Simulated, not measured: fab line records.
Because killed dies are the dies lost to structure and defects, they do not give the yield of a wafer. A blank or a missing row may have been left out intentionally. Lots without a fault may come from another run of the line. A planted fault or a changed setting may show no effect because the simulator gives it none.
Chamber matching	flow nand harc	3 sister chambers for NHARC_A_CONTACT_DEP_58 on pecvd-04
The step deposits SiON, target thk 90 nm. 3 wafers are shown with their chamber, then 12 later ones without.

WAFERS, EACH WITH ITS CHAMBER
wafer	chamber	heater power w (W)
L086.1	1	615
L086.4	0	883
L086.5	2	746

WAFERS WITHOUT THEIR CHAMBER
wafer	heater power w (W)
L089.1	760
L089.2	626
L089.6	787
L090.2	838
L090.4	708
L090.5	864
L092.1	806
L092.4	744
L092.6	564
L094.3	902
L094.4	643
L094.5	740

THE CHAMBER EACH PASSED THROUGH
wafer	from the rows above	in truth
L089.1	2	2
L089.2	1	1
L089.6	can't be placed: 2 or 0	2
L090.2	can't be placed: 0 or 2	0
L090.4	can't be placed: 2 or 1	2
L090.5	0	0
L092.1	can't be placed: 2 or 0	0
L092.4	2	2
L092.6	1	1
L094.3	0	0
L094.4	1	1
L094.5	2	2
Correct placement for 8 of the 12. Unplaceable from these rows: 4, with the true chamber sitting among the candidates in 4. 0 placed wrongly.
How it was worked out, from the rows above alone: a wafer's distance from a chamber is the root of the sum, over the readings, of the square of ((its reading less the chamber's mean) divided by the reading's scatter). The wafer belongs to the nearest chamber; if the next one is less than 2 further off, it can't be placed. The mean given for a chamber averages the wafers shown for that chamber. The scatter (one wafer shown for each chamber): square how far every hidden wafer sits from the nearest shown wafer, average those squares and take the square root.
